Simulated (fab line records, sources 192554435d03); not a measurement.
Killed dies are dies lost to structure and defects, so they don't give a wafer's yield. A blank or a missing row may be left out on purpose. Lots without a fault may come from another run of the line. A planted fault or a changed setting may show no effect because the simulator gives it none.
fab line records | flow n5_finfet
record lots=24 wafers=72 last_day=18
route steps=1938 shown FIN_SAQP@129 FIN_CUT@173 SPACER0@261 SD_EPI_N@271
lots that met no fault: from a run of the same line without faults
start_h: hours from the record's first day to the start of the lot's first wafer shown | wait_h: hours since the lot's step before | " the same as in the row above | L1.1+2: a row that stands for several wafers | - no value, or no start given | * or withheld: withheld | < > ~ a bound
route shown NAME@n: a module of which the file shows steps, and the number in the route of the first | usual: mean/standard deviation of fault-free wafers | same: alike in all rows | chamber/n: place in a boat | sites: the reading at each site | _std_site: their standard deviation | _edge_site: outer sites' mean less inner sites' | radius_mm: how far each site lies from the wafer's centre | mask NAME#n: copy n | behind: the tool/chamber that last shaped the wafer | hold: why the lot was held/for how many hours/how that ended | device: the transistor (n, p or np) that didn't switch | end of line: the same wafers' tests at the end of the route | a step without rows: its recipe alone | killed: dies lost to structure and defects at the first sort, not the wafer's yield | map: a wafer's dies, x killed, . not, _ none there
set.NAME: the setting as run; set.NAME@STEP: as run at that earlier step | model.NAME: the simulator's own value behind a step, which no gauge read
steps of the route over a sample of lots; a table a step, a row a wafer
services: from which hour (start_h, from the record's first day; less than 0 if before it) a tool's chamber was out of use, for how many hours, and why
## steps
# step N5_FIN_SAQP_ETCH_57
# recipe chemistry=CH3F/O2 target=SiNx mask_material=SiO2 target_depth_a=325 time_s=46.4 pressure_mtorr=30 source_w=395 bias_w=73 Ar_flow_sccm=150 CH3F_flow_sccm=30 O2_flow_sccm=20 ion_energy_ev=120 ends=cleared
# usual drypump_motor_current_A=5.7/0.65 etch_rf_on_time_s=46.3/1.2 oes_product_au=0.68/0.086 rf_vpp_V=295/5.3 showerhead_plenum_p_Torr=1.96/0.049 throttle_valve_pct=16.39/0.22
# columns lot.wafer tool chamber start_h wait_h drypump_motor_current_A etch_rf_on_time_s oes_product_au rf_hours_counter_h rf_vpp_V showerhead_plenum_p_Torr throttle_valve_pct
L074.2 rie_diel-06 2 25.99 0.1 5.4 46.7 0.65 169 291 1.92 16.51
L074.3 " 3 " " 6.7 47.5 0.61 215 293 1.97 16.59
L074.4 " 1 " " 4.8 45.5 0.76 42 302 1.95 16.24
L075.1 rie_diel-06 2 30.02 0.1 5.4 46.4 0.64 171 290 1.92 16.52
L075.3 " 1 " " 4.8 44.5 0.76 44 300 1.95 16.25
L075.5 " 3 " " 6.7 48.5 0.61 - 293 1.97 16.60
L076.1 rie_diel-06 1 36.64 0.1 4.8 45.3 0.76 46 302 1.95 16.24
L076.2 " 2 " " 5.4 46.2 0.64 174 291 1.92 16.54
L076.5 " 0 " " 5.2 45.9 0.80 - 301 1.97 16.24
L077.1 rie_diel-06 3 41.40 0.1 6.7 46.5 0.60 221 294 1.97 16.60
L077.2 " 1 " " 4.9 45.6 0.77 47 300 1.95 16.25
L077.3 " 0 " " 5.2 46.0 0.79 13 299 1.97 16.23
L078.3 rie_diel-03 1 48.63 0.2 6.6 46.4 0.60 177 286 1.92 16.56
L078.5 " 0 " " 5.0 48.3 0.57 - 296 2.06 16.90
L078.6 " 1 " " 6.6 46.8 0.60 - 285 1.92 16.55
L079.1 rie_diel-03 1 55.56 0.0 6.6 45.8 0.61 179 287 1.92 16.58
L079.4 " 1 " " 6.6 46.7 0.61 - 288 1.92 16.57
L079.6 " 3 " " 6.5 47.7 0.59 - 301 1.90 16.56
L080.2 rie_diel-04 0 61.33 0.1 5.5 46.3 0.67 100 295 1.93 16.24
L080.4 " 3 " " 5.6 45.1 0.80 20 293 1.98 16.45
L080.5 " 3 " " 5.7 46.4 0.81 - 293 1.98 16.44
L081.1 rie_diel-03 2 66.85 0.0 4.8 46.5 0.58 251 303 1.96 16.26
L081.2 " 1 " " 6.6 45.7 0.61 184 287 1.91 16.60
L081.3 " 3 " " 6.5 46.8 0.59 242 301 1.90 16.57
L082.1 rie_diel-03 2 73.00 0.0 4.8 46.7 0.58 253 304 1.95 16.27
L082.3 " 1 " " 6.5 46.5 0.61 186 287 1.91 16.59
L082.6 " 2 " " 4.8 47.2 0.59 - 303 1.95 16.28
L083.2 rie_diel-03 0 78.45 0.0 5.0 45.8 0.85 0 294 2.06 16.39
L083.5 " 1 " " 6.6 46.1 0.60 - 287 1.91 16.58
L083.6 " 0 " " 5.0 46.2 0.85 - 296 2.06 16.41
L084.3 rie_diel-04 3 86.35 0.1 5.6 44.1 0.78 30 294 1.97 16.46
L084.5 " 0 " " 5.5 45.9 0.67 - 294 1.92 16.27
L084.6 " 1 " " 6.1 45.3 0.78 - 292 1.95 15.99
L085.1 rie_diel-04 2 89.99 0.1 5.8 45.9 0.61 191 291 1.99 16.54
L085.2 " 3 " " 5.6 44.1 0.78 31 294 1.97 16.46
L085.5 " 2 " " 5.8 46.1 0.60 - 290 1.99 16.53
L086.1 rie_diel-06 2 98.03 0.0 5.3 46.2 0.63 192 291 1.91 16.55
L086.3 " 0 " " 5.2 45.6 0.76 31 299 1.97 16.30
L086.4 " 1 " " 4.9 46.4 0.72 64 302 1.94 16.29
L087.2 rie_diel-06 3 103.47 0.2 6.7 47.8 0.59 239 294 1.96 16.64
L087.3 " 0 " " 5.2 46.9 0.74 33 300 1.97 16.27
L087.4 " 2 " " 5.4 48.3 0.63 194 291 1.91 16.56
L088.2 rie_diel-04 0 108.43 0.1 5.5 47.4 0.66 119 294 1.92 16.27
L088.5 " 0 " " 5.5 47.5 0.66 - 296 1.92 16.27
L088.6 " 3 " " 5.7 46.6 0.77 - 294 1.97 16.48
L089.2 rie_diel-04 1 116.00 0.2 6.1 43.6 0.77 32 292 1.95 16.04
L089.3 " 3 " " 5.7 44.0 0.77 41 294 1.97 16.48
L089.6 " 1 " " 6.1 44.8 0.78 - 292 1.95 16.03
L090.1 rie_diel-04 3 120.39 0.0 5.6 44.0 0.76 43 293 1.97 16.47
L090.2 " 1 " " 6.1 44.7 0.77 33 291 1.95 16.02
L090.3 " 0 " " 5.5 46.1 0.66 123 295 1.92 16.29
L091.2 rie_diel-03 0 126.07 0.0 5.0 45.3 0.79 20 294 2.06 16.43
L091.4 " 1 " " 6.6 46.4 0.60 209 288 1.91 16.62
L091.5 " 1 " " 6.6 46.8 0.60 - 287 1.91 16.63
L092.1 rie_diel-04 3 133.05 0.1 5.6 44.7 0.76 48 294 1.97 16.49
L092.4 " 0 " " 5.5 46.9 0.64 129 294 1.92 16.30
L092.6 " 2 " " 5.8 46.7 0.61 - 290 1.98 16.57
L093.1 rie_diel-04 2 139.25 0.0 5.8 46.5 0.60 212 290 1.98 16.58
L093.3 " 3 " " 5.6 43.9 0.75 50 294 1.97 16.51
L093.5 " 2 " " 5.8 46.4 0.60 - 291 1.98 16.59
L094.1 rie_diel-06 2 145.32 0.0 5.3 46.4 0.61 210 293 1.90 16.58
L094.2 " 0 " " 5.2 46.1 0.73 49 298 1.96 16.30
L094.5 " 1 " " 4.8 46.6 0.72 - 301 1.94 16.33
L095.2 rie_diel-06 2 151.57 0.2 5.4 46.6 0.62 213 293 1.90 16.59
L095.3 " 0 " " 5.2 46.0 0.73 52 299 1.96 16.31
L095.5 " 0 " " 5.2 46.8 0.73 - 299 1.96 16.30
L096.2 rie_diel-03 2 156.96 0.0 4.8 46.5 0.78 23 303 1.95 15.82
L096.4 " 0 " " 5.0 47.2 0.76 31 294 2.05 16.45
L096.6 " 3 " " 6.5 45.0 0.80 - 306 2.14 16.07
L097.2 rie_diel-03 2 162.95 0.4 4.8 44.0 0.79 25 303 1.95 15.82
L097.3 " 0 " " 5.0 45.6 0.77 33 296 2.05 16.47
L097.6 " 1 " " 6.6 46.1 0.59 - 287 1.90 16.67
# step N5_FIN_SAQP_SPACER2_ALD_28
# recipe material=SiO2 target_thk_a=81 temp_c=300 ald_precursor_family=BDEAS ald_co_reactant=O2-plasma pulse_time_s=1 purge_time_s=2 co_reactant_purge_time_s=2 pressure_torr=2
# usual heater_power_w=463/41 precursor_pulse_height_rel=1.004/0.021
# columns lot.wafer tool chamber start_h wait_h heater_power_w precursor_pulse_height_rel
L074.2 ald_sin-03 3 26.97 0.1 454 1.018
L074.3 " 1 " " 502 1.048
L074.4 " 2 " " 520 1.027
L075.1 ald_sin-03 0 31.00 0.1 422 0.979
L075.3 " 3 " " 457 1.033
L075.5 " 3 " " 447 1.043
L076.1 ald_sin-03 1 37.62 0.1 505 0.980
L076.2 " 3 " " 433 1.006
L076.5 " 1 " " 533 1.016
L077.1 ald_sin-01 0 42.38 0.1 463 0.980
L077.2 " 3 " " 516 1.009
L077.3 " 2 " " 480 1.018
L078.3 ald_sin-03 2 49.96 0.1 513 1.011
L078.5 " 0 " " 425 1.049
L078.6 " 3 " " 462 0.999
L079.1 ald_sin-02 1 57.16 0.3 463 1.005
L079.4 " 3 " " 452 1.010
L079.6 " 1 " " 469 1.004
L080.2 ald_sin-02 1 62.60 0.1 472 1.017
L080.4 " 2 " " 453 0.992
L080.5 " 3 " " 452 0.993
L081.1 ald_sin-03 0 67.96 0.2 421 1.017
L081.2 " 1 " " 523 0.965
L081.3 " 3 " " 456 1.005
L082.1 ald_sin-01 2 74.10 0.2 473 1.016
L082.3 " 0 " " 469 1.015
L082.6 " 3 " " 532 0.994
L083.2 ald_sin-02 1 79.91 0.2 463 0.977
L083.5 " 0 " " 386 1.044
L083.6 " 3 " " 443 1.003
L084.3 ald_sin-02 2 87.67 0.1 453 1.007
L084.5 " 2 " " 474 1.028
L084.6 " 1 " " 467 1.064
L085.1 ald_sin-01 2 91.84 0.4 479 1.013
L085.2 " 0 " " 484 1.012
L085.5 " 2 " " 487 0.999
L086.1 ald_sin-02 2 100.80 1.6 463 0.997
L086.3 " 1 " " 462 0.965
L086.4 " 0 " " 384 1.050
L087.2 ald_sin-01 2 104.62 0.2 466 1.026
L087.3 " 0 " " 474 1.016
L087.4 " 1 " " 436 1.032
L088.2 ald_sin-03 1 109.57 0.2 494 1.010
L088.5 " 0 " " 412 1.006
L088.6 " 3 " " 438 0.994
L089.2 ald_sin-02 2 117.34 0.1 464 0.987
L089.3 " 1 " " 474 1.017
L089.6 " 3 " " 444 0.976
L090.1 ald_sin-03 1 121.53 0.1 508 1.005
L090.2 " 2 " " 537 1.011
L090.3 " 0 " " 414 1.032
L091.2 ald_sin-01 3 127.54 0.2 531 1.013
L091.4 " 2 " " 472 1.001
L091.5 " 0 " " 470 1.012
L092.1 ald_sin-01 3 134.15 0.2 517 0.994
L092.4 " 1 " " 436 0.970
L092.6 " 1 " " 433 0.948
L093.1 ald_sin-02 2 140.48 0.2 462 1.014
L093.3 " 0 " " 399 0.971
L093.5 " 0 " " 381 1.036
L094.1 ald_sin-01 3 146.29 0.1 518 1.009
L094.2 " 0 " " 462 1.023
L094.5 " 1 " " 422 1.008
L095.2 ald_sin-03 0 152.69 0.2 402 1.011
L095.3 " 3 " " 442 0.995
L095.5 " 3 " " 443 1.034
L096.2 ald_sin-03 3 157.94 0.1 444 0.976
L096.4 " 1 " " 500 1.005
L096.6 " 2 " " 530 0.998
L097.2 ald_sin-02 3 163.92 0.1 449 0.983
L097.3 " 2 " " 462 0.981
L097.6 " 3 " " 461 1.006
# step N5_FIN_SAQP_ETCH_34
# recipe chemistry=C4F6/O2 target=SiO2 target_depth_a=450 time_s=15 ion_energy_ev=250 pressure_mtorr=30 source_w=345 bias_w=185 Ar_flow_sccm=300 C4F6_flow_sccm=10 O2_flow_sccm=10 ends=cleared
# usual drypump_motor_current_A=5.7/0.66 etch_rf_on_time_s=15.0/0.32 oes_product_au=0.69/0.09 rf_vpp_V=662/12 showerhead_plenum_p_Torr=2.80/0.079 throttle_valve_pct=21.13/0.25
# columns lot.wafer tool chamber start_h wait_h drypump_motor_current_A etch_rf_on_time_s oes_product_au rf_hours_counter_h rf_vpp_V showerhead_plenum_p_Torr throttle_valve_pct
L074.2 rie_diel-04 0 27.68 0.0 5.5 15.0 0.68 86 661 2.75 20.95
L074.3 " 2 " " 5.8 15.2 0.62 170 650 2.85 21.25
L074.4 " 0 " " 5.5 15.1 0.68 - 661 2.75 20.94
L075.1 rie_diel-03 3 31.64 0.0 6.5 15.5 0.59 227 673 2.72 21.25
L075.3 " 2 " " 4.8 15.1 0.59 237 680 2.79 20.86
L075.5 " 1 " " 6.6 15.1 0.61 - 642 2.74 21.32
L076.1 rie_diel-04 0 38.27 0.0 5.5 15.1 0.68 90 660 2.75 20.96
L076.2 " 1 " " 6.1 14.5 0.84 1 651 2.79 20.70
L076.5 " 0 " " 5.5 15.2 0.68 - 660 2.75 20.96
L077.1 rie_diel-04 0 43.46 0.0 5.5 15.0 0.69 93 660 2.75 20.97
L077.2 " 2 " " 5.9 15.0 0.63 175 650 2.85 21.27
L077.3 " 3 " " 5.7 14.6 0.82 13 658 2.82 21.28
L078.3 rie_diel-03 0 50.77 0.0 5.0 15.3 0.57 249 660 2.93 21.63
L078.5 " 0 " " 5.0 15.2 0.57 - 660 2.93 21.64
L078.6 " 3 " " 6.5 15.5 0.59 - 675 2.72 21.28
L079.1 rie_diel-04 2 57.81 0.0 5.8 15.0 0.62 180 650 2.84 21.27
L079.4 " 1 " " 6.2 14.3 0.81 9 652 2.78 20.70
L079.6 " 3 " " 5.6 14.5 0.80 - 659 2.81 21.29
L080.2 rie_diel-03 2 63.37 0.0 4.8 15.1 0.59 249 681 2.78 20.87
L080.4 " 2 " " 4.8 15.2 0.59 - 681 2.78 20.89
L080.5 " 1 " " 6.6 15.1 0.61 - 641 2.73 21.32
L081.1 rie_diel-06 1 68.61 0.0 4.8 14.7 0.75 55 673 2.77 21.03
L081.2 " 0 " " 5.2 15.0 0.78 22 673 2.81 21.12
L081.3 " 2 " " 5.4 15.0 0.64 183 652 2.73 21.28
L082.1 rie_diel-06 2 74.74 0.0 5.4 15.0 0.64 184 652 2.73 21.27
L082.3 " 3 " " 6.7 15.5 0.60 232 658 2.80 21.29
L082.6 " 3 " " 6.7 15.3 0.60 - 656 2.80 21.30
L083.2 rie_diel-03 1 80.55 0.0 6.6 15.2 0.60 190 642 2.73 21.35
L083.5 " 0 " " 5.0 14.8 0.85 - 660 2.93 21.24
L083.6 " 1 " " 6.6 15.1 0.60 - 642 2.73 21.36
L084.3 rie_diel-06 3 88.31 0.0 6.7 15.3 0.60 235 657 2.80 21.29
L084.5 " 0 " " 5.2 15.0 0.76 - 673 2.81 21.13
L084.6 " 3 " " 6.7 15.5 0.59 - 656 2.80 21.30
L085.1 rie_diel-06 2 92.48 0.0 5.4 15.1 0.63 191 651 2.72 21.28
L085.2 " 1 " " 4.8 14.7 0.74 63 674 2.77 21.02
L085.5 " 3 " " 6.7 15.5 0.59 - 658 2.79 21.30
L086.1 rie_diel-06 3 101.55 0.0 6.7 15.4 0.59 239 658 2.79 21.29
L086.3 " 2 " " 5.4 15.1 0.62 193 653 2.72 21.28
L086.4 " 0 " " 5.2 15.2 0.75 32 672 2.81 21.13
L087.2 rie_diel-03 2 105.58 0.0 4.8 14.6 0.85 2 680 2.78 20.50
L087.3 " 0 " " 5.0 14.8 0.81 12 661 2.92 21.26
L087.4 " 0 " " 5.0 14.8 0.80 - 660 2.92 21.26
L088.2 rie_diel-06 0 110.21 0.0 5.2 15.1 0.75 36 672 2.81 21.14
L088.5 " 1 " " 4.9 14.8 0.73 - 675 2.77 21.05
L088.6 " 0 " " 5.1 15.2 0.75 - 673 2.81 21.13
L089.2 rie_diel-04 1 118.03 0.0 6.1 14.5 0.76 32 651 2.77 20.75
L089.3 " 2 " " 5.9 15.1 0.60 202 650 2.83 21.30
L089.6 " 2 " " 5.9 15.1 0.60 - 648 2.83 21.30
L090.1 rie_diel-04 3 122.17 0.0 5.7 14.4 0.76 43 657 2.80 21.33
L090.2 " 2 " " 5.8 15.0 0.60 204 648 2.83 21.31
L090.3 " 0 " " 5.5 14.9 0.65 124 660 2.74 21.00
L091.2 rie_diel-03 0 128.18 0.0 5.0 14.8 0.79 21 660 2.92 21.27
L091.4 " 2 " " 4.8 14.7 0.82 12 681 2.78 20.51
L091.5 " 3 " " 6.5 14.2 0.84 - 685 3.05 20.89
L092.1 rie_diel-06 2 135.09 0.0 5.4 15.4 0.61 205 654 2.72 21.28
L092.4 " 1 " " 4.9 14.9 0.71 76 673 2.76 21.06
L092.6 " 0 " " 5.2 15.4 0.74 - 672 2.80 21.15
L093.1 rie_diel-03 1 141.26 0.0 6.6 15.2 0.59 215 642 2.72 21.38
L093.3 " 2 " " 4.8 14.9 0.79 17 679 2.77 20.51
L093.5 " 0 " " 5.0 15.0 0.77 - 658 2.92 21.26
L094.1 rie_diel-06 0 146.93 0.0 5.2 15.0 0.73 49 672 2.80 21.15
L094.2 " 1 " " 4.8 14.7 0.72 82 671 2.76 21.07
L094.5 " 2 " " 5.4 15.0 0.62 - 653 2.72 21.31
L095.2 rie_diel-04 3 153.33 0.0 5.7 14.7 0.74 55 658 2.80 21.35
L095.3 " 1 " " 6.2 14.7 0.75 40 651 2.77 20.77
L095.5 " 1 " " 6.2 14.6 0.75 - 650 2.77 20.75
L096.2 rie_diel-03 3 158.58 0.0 6.5 14.3 0.81 13 685 3.05 20.91
L096.4 " 1 " " 6.6 14.8 0.59 221 641 2.72 21.38
L096.6 " 2 " " 4.8 14.5 0.79 - 681 2.77 20.53
L097.2 rie_diel-03 1 164.56 0.0 6.5 15.0 0.59 223 642 2.72 21.38
L097.3 " 2 " " 4.8 14.8 0.77 26 681 2.77 20.53
L097.6 " 2 " " 4.8 14.7 0.78 - 680 2.77 20.54
# step N5_FIN_CUT_CUT_ETCH_26
# recipe chemistry=CH3F/O2 target=SiNx target_depth_a=390 mask_material=SOC time_s=55.7 pressure_mtorr=30 source_w=395 bias_w=73 Ar_flow_sccm=150 CH3F_flow_sccm=30 O2_flow_sccm=20 ion_energy_ev=120
# usual drypump_motor_current_A=5.7/0.43 oes_product_au=0.77/0.062 rf_vpp_V=299/5.7 showerhead_plenum_p_Torr=2.01/0.074 throttle_valve_pct=16.38/0.17
# columns lot.wafer tool chamber start_h wait_h drypump_motor_current_A oes_product_au rf_hours_counter_h rf_vpp_V showerhead_plenum_p_Torr throttle_valve_pct
L074.2 rie_diel-02 3 29.01 0.0 5.9 0.74 149 297 1.92 16.35
L074.3 " 0 " " 5.8 0.78 112 294 2.01 16.16
L074.4 " 1 " " 6.1 0.76 151 297 2.09 16.38
L075.1 rie_diel-02 3 33.10 0.0 5.9 0.73 150 297 1.92 16.35
L075.3 " 2 " " 4.9 0.77 140 300 1.99 16.14
L075.5 " 3 " " 5.9 0.74 - 297 1.92 16.34
L076.1 rie_diel-05 3 39.60 0.0 5.6 0.74 177 301 2.08 16.40
L076.2 " 1 " " 5.7 0.75 135 302 1.93 16.70
L076.5 " 0 " " 5.9 0.90 - 310 2.12 16.30
L077.1 rie_diel-02 1 44.79 0.0 6.1 0.76 157 298 2.09 16.36
L077.2 " 2 " " 4.9 0.76 144 298 1.99 16.16
L077.3 " 3 " " 5.9 0.73 154 298 1.92 16.36
L078.3 rie_diel-05 2 52.91 0.0 5.6 0.74 176 288 2.09 16.41
L078.5 " 2 " " 5.6 0.74 - 288 2.09 16.41
L078.6 " 3 " " 5.6 0.74 - 300 2.08 16.41
L079.1 rie_diel-01 2 59.37 0.0 6.0 0.76 147 309 2.09 16.52
L079.4 " 3 " " 5.0 0.73 159 298 1.93 16.36
L079.6 " 0 " " 6.0 0.81 - 296 1.93 16.46
L080.2 rie_diel-02 2 64.87 0.0 4.9 0.75 150 299 1.99 16.19
L080.4 " 3 " " 5.9 0.73 160 297 1.91 16.37
L080.5 " 2 " " 4.9 0.76 - 300 1.99 16.18
L081.1 rie_diel-05 1 70.36 0.0 5.7 0.74 144 303 1.93 16.75
L081.2 " 2 " " 5.6 0.73 180 288 2.08 16.42
L081.3 " 0 " " 5.9 0.89 42 309 2.12 16.33
L082.1 rie_diel-05 3 76.11 0.0 5.6 0.74 188 300 2.08 16.42
L082.3 " 2 " " 5.6 0.74 182 288 2.08 16.43
L082.6 " 3 " " 5.6 0.74 - 302 2.08 16.43
L083.2 rie_diel-01 2 82.00 0.0 5.9 0.75 155 308 2.09 16.54
L083.5 " 2 " " 6.0 0.75 - 309 2.09 16.53
L083.6 " 0 " " 6.0 0.80 - 297 1.93 16.49
L084.3 rie_diel-02 0 89.66 0.0 5.7 0.78 132 297 2.01 16.19
L084.5 " 3 " " 5.9 0.73 - 296 1.91 16.40
L084.6 " 2 " " 4.9 0.76 - 298 1.99 16.20
L085.1 rie_diel-02 2 93.94 0.0 5.0 0.76 159 299 1.99 16.18
L085.2 " 0 " " 5.7 0.77 133 297 2.00 16.20
L085.5 " 0 " " 5.8 0.77 - 297 2.01 16.20
L086.1 rie_diel-01 3 102.95 0.0 4.9 0.73 170 298 1.92 16.38
L086.3 " 2 " " 5.9 0.74 161 308 2.09 16.55
L086.4 " 1 " " 6.5 0.94 18 297 2.03 16.07
L087.2 rie_diel-05 0 106.91 0.0 5.9 0.87 52 309 2.12 16.34
L087.3 " 1 " " 5.7 0.74 153 301 1.92 16.74
L087.4 " 3 " " 5.6 0.74 196 302 2.08 16.45
L088.2 rie_diel-02 3 111.99 0.0 5.9 0.71 176 296 1.91 16.40
L088.5 " 3 " " 5.9 0.71 - 298 1.91 16.39
L088.6 " 2 " " 5.0 0.75 - 299 1.99 16.21
L089.2 rie_diel-01 2 119.36 0.0 5.9 0.74 166 309 2.08 16.55
L089.3 " 1 " " 6.5 0.93 22 296 2.03 16.09
L089.6 " 3 " " 5.0 0.73 - 298 1.92 16.39
L090.1 rie_diel-05 0 123.49 0.0 5.9 0.85 57 311 2.12 16.34
L090.2 " 3 " " 5.6 0.73 201 301 2.07 16.44
L090.3 " 2 " " 5.6 0.72 196 288 2.08 16.44
L091.2 rie_diel-01 2 129.50 0.0 6.0 0.74 169 308 2.08 16.55
L091.4 " 1 " " 6.5 0.92 25 296 2.03 16.08
L091.5 " 2 " " 6.0 0.73 - 309 2.08 16.56
L092.1 rie_diel-05 0 136.43 0.0 5.8 0.87 60 311 2.12 16.36
L092.4 " 2 " " 5.6 0.72 198 288 2.08 16.46
L092.6 " 2 " " 5.6 0.72 - 288 2.08 16.44
L093.1 rie_diel-05 0 142.59 0.0 5.9 0.86 62 311 2.11 16.36
L093.3 " 3 " " 5.6 0.71 206 301 2.07 16.45
L093.5 " 3 " " 5.6 0.71 - 301 2.07 16.46
L094.1 rie_diel-02 0 148.39 0.0 5.7 0.75 152 296 2.00 16.24
L094.2 " 2 " " 4.9 0.74 178 298 1.98 16.23
L094.5 " 1 " " 6.2 0.74 - 298 2.08 16.40
L095.2 rie_diel-01 2 154.66 0.0 6.0 0.73 177 308 2.08 16.58
L095.3 " 0 " " 6.0 0.78 142 297 1.92 16.51
L095.5 " 2 " " 6.0 0.73 - 309 2.08 16.59
L096.2 rie_diel-01 3 160.06 0.0 5.0 0.72 189 298 1.92 16.42
L096.4 " 1 " " 6.5 0.90 34 296 2.03 16.11
L096.6 " 0 " " 6.0 0.79 - 296 1.92 16.51
L097.2 rie_diel-01 1 165.89 0.0 6.5 0.90 37 296 2.02 16.11
L097.3 " 0 " " 6.0 0.79 146 296 1.92 16.53
L097.6 " 2 " " 6.0 0.73 - 309 2.08 16.59
# step N5_SPACER0_INSPECT_04
# recipe inspect_instrument=darkfield mode=post_dep
# usual raw_defect_count=142/38
# columns lot.wafer tool chamber start_h wait_h raw_defect_count
L074.2 defect_inspect-02 - 49.01 0.1 181
L074.3 " - " " 127
L074.4 " - " " 204
L075.1 defect_inspect-02 - 55.37 0.4 124
L075.3 " - " " 110
L075.5 " - " " 103
L076.1 defect_inspect-02 - 60.30 0.1 114
L076.2 " - " " 87
L076.5 " - " " 128
L077.1 defect_inspect-02 - 65.35 0.1 117
L077.2 " - " " 155
L077.3 " - " " 140
L078.3 defect_inspect-02 - 76.18 0.1 130
L078.5 " - " " 105
L078.6 " - " " 70
L079.1 defect_inspect-02 - 82.40 0.1 131
L079.4 " - " " 144
L079.6 " - " " 136
L080.2 defect_inspect-02 - 85.43 0.1 224
L080.4 " - " " 148
L080.5 " - " " 171
L081.1 defect_inspect-01 - 92.71 0.1 101
L081.2 " - " " 123
L081.3 " - " " 111
L082.1 defect_inspect-02 - 100.61 0.1 97
L082.3 " - " " 167
L082.6 " - " " 138
L083.2 defect_inspect-02 - 103.68 0.1 121
L083.5 " - " " 105
L083.6 " - " " 89
L084.3 defect_inspect-02 - 112.56 0.1 144
L084.5 " - " " 198
L084.6 " - " " 245
L085.1 defect_inspect-02 - 116.28 0.1 126
L085.2 " - " " 136
L085.5 " - " " 109
L086.1 defect_inspect-01 - 123.23 0.1 120
L086.3 " - " " 160
L086.4 " - " " 120
L087.2 defect_inspect-02 - 126.96 0.1 74
L087.3 " - " " 91
L087.4 " - " " 76
L088.2 defect_inspect-01 - 133.72 0.1 113
L088.5 " - " " 175
L088.6 " - " " 188
L089.2 defect_inspect-01 - 139.33 0.1 77
L089.3 " - " " 129
L089.6 " - " " 129
L090.1 defect_inspect-02 - 145.21 0.1 175
L090.2 " - " " 127
L090.3 " - " " 106
L091.2 defect_inspect-02 - 151.59 0.1 168
L091.4 " - " " 202
L091.5 " - " " 228
L092.1 defect_inspect-02 - 158.78 0.1 161
L092.4 " - " " 185
L092.6 " - " " 126
L093.1 defect_inspect-01 - 164.94 0.1 121
L093.3 " - " " 150
L093.5 " - " " 155
L094.1 defect_inspect-02 - 170.55 0.1 179
L094.2 " - " " 145
L094.5 " - " " 162
L095.2 defect_inspect-02 - 174.75 0.1 171
L095.3 " - " " 217
L095.5 " - " " 182
L096.2 defect_inspect-01 - 182.60 0.1 166
L096.4 " - " " 182
L096.6 " - " " 187
L097.2 defect_inspect-02 - 189.76 0.1 125
L097.3 " - " " 184
L097.6 " - " " 152
# step N5_SD_EPI_N_OVL_MEAS_10
# recipe points_per_wafer=44
# usual SD_N_BLK_OVL=0.1/0.92
# columns lot.wafer tool chamber start_h wait_h SD_N_BLK_OVL[nm]
L074.2 overlay-02 0 49.32 0.0 1.5
L074.3 " 0 " " 0.4
L074.4 " 0 " " 1.0
L075.1 overlay-01 0 55.68 0.0 -1.4
L075.3 " 0 " " -0.8
L075.5 " 0 " " -0.4
L076.1 overlay-02 0 60.73 0.0 0.4
L076.2 " 0 " " 0.4
L076.5 " 0 " " 0.8
L077.1 overlay-02 0 65.78 0.0 -0.5
L077.2 " 0 " " 0.5
L077.3 " 0 " " 0.7
L078.3 overlay-01 0 76.61 0.0 0.7
L078.5 " 0 " " -0.9
L078.6 " 0 " " 0.9
L079.1 overlay-02 0 82.70 0.0 -1.0
L079.4 " 0 " " 0.2
L079.6 " 0 " " 0.5
L080.2 overlay-01 0 85.77 0.0 0.3
L080.4 " 0 " " -0.1
L080.5 " 0 " " -0.7
L081.1 overlay-02 0 93.02 0.0 0.1
L081.2 " 0 " " -0.6
L081.3 " 0 " " 0.0
L082.1 overlay-02 0 100.91 0.0 -1.7
L082.3 " 0 " " -1.0
L082.6 " 0 " " -0.7
L083.2 overlay-01 0 103.98 0.0 -0.7
L083.5 " 0 " " -1.1
L083.6 " 0 " " -0.9
L084.3 overlay-02 0 112.99 0.0 0.2
L084.5 " 0 " " -0.5
L084.6 " 0 " " -0.8
L085.1 overlay-02 0 116.71 0.0 -0.4
L085.2 " 0 " " 0.7
L085.5 " 0 " " -1.5
L086.1 overlay-02 0 123.66 0.0 0.1
L086.3 " 0 " " 1.1
L086.4 " 0 " " 1.6
L087.2 overlay-01 0 127.41 0.0 1.4
L087.3 " 0 " " 1.0
L087.4 " 0 " " 0.6
L088.2 overlay-01 0 134.14 0.0 0.4
L088.5 " 0 " " 0.9
L088.6 " 0 " " 0.4
L089.2 overlay-02 0 139.76 0.0 -0.1
L089.3 " 0 " " 1.0
L089.6 " 0 " " 0.9
L090.1 overlay-01 0 145.52 0.0 -0.8
L090.2 " 0 " " -1.3
L090.3 " 0 " " -1.0
L091.2 overlay-01 0 151.89 0.0 -0.8
L091.4 " 0 " " -1.9
L091.5 " 0 " " 0.9
L092.1 overlay-01 0 159.21 0.0 0.8
L092.4 " 0 " " 1.1
L092.6 " 0 " " 0.5
L093.1 overlay-02 0 165.37 0.0 0.1
L093.3 " 0 " " 1.1
L093.5 " 0 " " 0.8
L094.1 overlay-01 0 170.85 0.0 -1.6
L094.2 " 0 " " -0.6
L094.5 " 0 " " -0.7
L095.2 overlay-02 0 175.06 0.0 1.3
L095.3 " 0 " " 1.1
L095.5 " 0 " " 0.0
L096.2 overlay-01 0 182.90 0.0 -0.1
L096.4 " 0 " " 1.1
L096.6 " 0 " " 0.9
L097.2 overlay-02 0 190.07 0.0 0.8
L097.3 " 0 " " -0.5
L097.6 " 0 " " 0.3
## services
# columns tool chamber start_h hours kind
ald_sin-02 - 3.93 0.3 repair
ald_sin-01 0 10.37 17.7 repair
rie_diel-03 0 11.54 4.0 repair
rie_diel-01 3 11.86 17.0 repair
ald_sin-01 1 21.91 2.8 repair
ald_sin-03 - 28.32 2.6 repair
rie_diel-04 2 31.94 2.5 repair
ald_sin-03 0 33.00 12.5 repair
ald_sin-02 3 36.99 8.6 repair
ald_sin-01 1 47.80 2.6 repair
ald_sin-01 0 48.63 11.0 repair
rie_diel-03 0 54.03 - clean
ald_sin-03 2 65.32 6.0 repair
rie_diel-01 3 76.84 10.0 repair
rie_diel-06 3 81.71 6.0 repair
ald_sin-03 - 85.89 14.0 pm
rie_diel-05 1 91.99 2.6 repair
rie_diel-02 1 92.88 3.0 repair
ald_sin-01 - 95.73 5.5 repair
rie_diel-03 - 97.60 2.8 pm
rie_diel-02 1 113.71 14.4 repair
rie_diel-04 1 120.81 9.9 repair
rie_diel-04 0 148.13 8.1 repair
rie_diel-02 1 163.00 10.2 repair
## key
fault none
